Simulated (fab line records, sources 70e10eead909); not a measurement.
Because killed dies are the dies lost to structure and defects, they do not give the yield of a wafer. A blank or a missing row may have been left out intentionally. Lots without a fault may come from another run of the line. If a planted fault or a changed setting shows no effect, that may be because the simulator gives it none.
Matching of chambers    flow nand_harc    rie_diel-06 running NHARC_A_STAIRCASE_TRIM_12: 4 sister chambers
The step chemistry O2, time 211.2 s. 7 wafers are shown with their chamber, then 7 later ones without.

WAFERS, EACH WITH ITS CHAMBER
wafer   chamber  drypump_motor_current_A (A)  showerhead_plenum_p_Torr (Torr)
L082.5  1        5.7                          3.44
L082.6  0        5.6                          3.60
L087.1  2        5.5                          3.70
L087.5  2        5.5                          3.70
L087.6  3        4.9                          3.68
L091.2  3        4.8                          3.68
L091.4  1        5.7                          3.43

WAFERS WITH NO CHAMBER GIVEN
wafer   drypump_motor_current_A (A)  showerhead_plenum_p_Torr (Torr)
L091.6  5.7                          3.59
L095.1  5.7                          3.58
L095.3  4.9                          3.67
L095.6  5.7                          3.43
L096.1  4.8                          3.67
L096.4  5.5                          3.69
L096.5  5.5                          3.69

CHAMBER TAKEN BY EACH
wafer   from the rows above  in truth
L091.6  0                    0
L095.1  0                    0
L095.3  3                    3
L095.6  1                    1
L096.1  3                    3
L096.4  2                    2
L096.5  2                    2
Correct placement for 7 of the 7. Not placeable from these rows: 0. Wrongly placed: 0.
How it was worked out, from the rows above alone: a wafer's distance from a chamber is the root of the sum, over the readings, of the square of ((its reading less the chamber's mean) divided by the reading's scatter). If the next closest chamber is less than 2 further off than the closest, the wafer can't be placed; otherwise it belongs to the closest. For every chamber, the mean is computed from those of its wafers that are shown. The scatter: take each reading less its chamber's mean, square it, sum over the shown wafers, divide by the number of wafers less the number of chambers, and take the root.
